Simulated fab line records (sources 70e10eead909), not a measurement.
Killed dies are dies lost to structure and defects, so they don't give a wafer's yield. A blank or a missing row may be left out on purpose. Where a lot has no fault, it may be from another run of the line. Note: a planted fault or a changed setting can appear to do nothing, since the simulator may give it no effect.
2 desks, one fault | flow nand-harc | numbers are kept per desk, each desk with only its own; the story behind them comes last

== THE TOOL OWNER'S DESK: ecd-cu-01 ==
The tool's own readings at NHARC_A_M0_ECD_22 (material Cu, target thk 400 nm): means of the sampled wafers that have a number, for each lot that ran on this tool. Marked OUT: a lot whose mean sits more than 4 standard deviations from the usual mean, which makes it out of limits; the brackets give that distance.
Columns: A = bath-heat-duty-pct at NHARC_A_M0_ECD_22, usual 6.0 %
lot  | first seen here | A
L945 | day 22 16:55    | 6.1
L944 | day 22 18:26    | 6.4
L948 | day 24 09:56    | 5.9
L947 | day 24 11:31    | 6.4
L949 | day 25 02:46    | 6.3
L951 | day 26 01:17    | 5.9
L952 | day 26 06:05    | 6.5
L959 | day 29 05:24    | 5.9
L961 | day 29 15:10    | 5.5
L964 | day 30 12:57    | 6.2
L962 | day 30 14:59    | 6.1
L967 | day 32 10:34    | 5.1
This desk's verdict: no lot among the 12 shows anything out of limits.

== AT THE METROLOGY DESK ==
What the gauges read, lot by lot, whatever tool the lot ran on: means of the sampled wafers that have a number. Marked OUT: a lot whose mean sits more than 4 standard deviations from the usual mean, which makes it out of limits; the brackets give that distance.
Columns: A = cd-nm at NHARC_THIN_TSV_CD_MEAS_16, usual 1000.1 nm
lot  | first seen here | A
L945 | day 23 15:19    | 998.3
L944 | day 23 17:38    | 1001.1
L948 | day 25 09:59    | 997.1
L947 | day 25 11:11    | 1001.4
L949 | day 26 02:57    | 999.3
L951 | day 27 01:25    | 1000.2
L952 | day 27 07:40    | 1000.2
L960 | day 30 03:05    | 1000.6
L959 | day 30 04:20    | 1001.4
L961 | day 30 14:35    | 1000.0
L962 | day 31 12:38    | 997.8
L964 | day 31 13:45    | 1001.0
L963 | day 32 17:14    | 1000.8
L967 | day 33 10:31    | 998.6
This desk's verdict: no lot among the 14 shows anything out of limits.

== TAKEN TOGETHER ==
The desk of the tool owner found nothing out of limits.
At the metrology desk, nothing out of limits was observed.

== WHAT HAD BEEN PUT IN BY THE SIMULATOR ==
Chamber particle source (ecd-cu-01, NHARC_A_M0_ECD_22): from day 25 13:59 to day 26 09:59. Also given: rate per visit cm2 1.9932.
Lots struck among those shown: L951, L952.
